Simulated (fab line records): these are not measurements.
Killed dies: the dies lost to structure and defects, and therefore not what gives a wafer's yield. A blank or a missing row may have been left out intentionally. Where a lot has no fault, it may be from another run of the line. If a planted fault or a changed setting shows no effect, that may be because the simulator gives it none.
Chamber matching ; flow n5 finfet ; 4 sister chambers for N5_FIN_CUT_CUT_ETCH_28 on rie si-06
The step etches Si in HBr/Cl2/O2, target depth 6 nm, time 2.4 s. 16 wafers are shown with their chamber, then 8 later ones without.

## WAFERS WITH THEIR CHAMBER
wafer;chamber;drypump motor current A (A);throttle valve pct (%);oes product au (a.u.)
L074.2;2;5.1;37.02;1.001
L074.4;3;5.4;37.46;0.987
L074.6;2;5.1;36.98;1.008
L079.1;1;6.0;37.50;0.998
L079.2;0;6.5;37.52;0.996
L079.3;3;5.4;37.45;0.987
L079.4;2;5.1;37.01;1.006
L079.5;0;6.5;37.52;0.997
L079.6;3;5.4;37.43;0.993
L080.2;1;6.0;37.48;1.004
L080.3;3;5.4;37.45;0.989
L080.6;0;6.5;37.52;0.996
L091.3;2;5.1;36.99;1.004
L091.5;2;5.1;37.00;1.006
L091.6;0;6.4;37.47;1.023
L095.1;3;5.4;37.44;0.985

SIGNATURES, as means of the wafers listed above
reading;chamber 0;chamber 1;chamber 2;chamber 3;scatter within a chamber
drypump motor current A;6.475;6.000;5.100;5.400;0.025
throttle valve pct;37.5075;37.4900;37.0000;37.4460;0.0173
oes product au;1.00300;1.00100;1.00500;0.98820;0.00717
Rule: a wafer lies at a distance from a chamber equal to the root of the sum of squares, over the readings, of (its reading less the chamber's mean, divided by the reading's scatter). If the next closest chamber is less than 2 further off than the closest, the wafer can't be placed; otherwise it belongs to the closest. The scatter is the square root of a quotient: the sum, over the shown wafers, of each reading's squared deviation from its chamber's mean, divided by wafers minus chambers.

## WAFERS WITHOUT THEIR CHAMBER
wafer;drypump motor current A (A);throttle valve pct (%);oes product au (a.u.)
L095.4;6.0;37.47;0.994
L095.5;5.4;37.44;0.985
L096.1;5.4;37.44;0.989
L096.2;6.0;37.48;0.986
L096.3;5.1;36.99;1.007
L096.4;6.0;37.47;0.988
L096.5;5.4;37.47;0.990
L096.6;5.1;37.00;1.001

## EACH ONE'S CHAMBER
wafer;from the rows above;in truth
L095.4;1;1
L095.5;3;3
L096.1;3;3
L096.2;1;1
L096.3;2;2
L096.4;1;1
L096.5;3;3
L096.6;2;2
Correct placement for 8 of the 8. Number that these rows cannot place: 0. Number placed wrongly: 0.
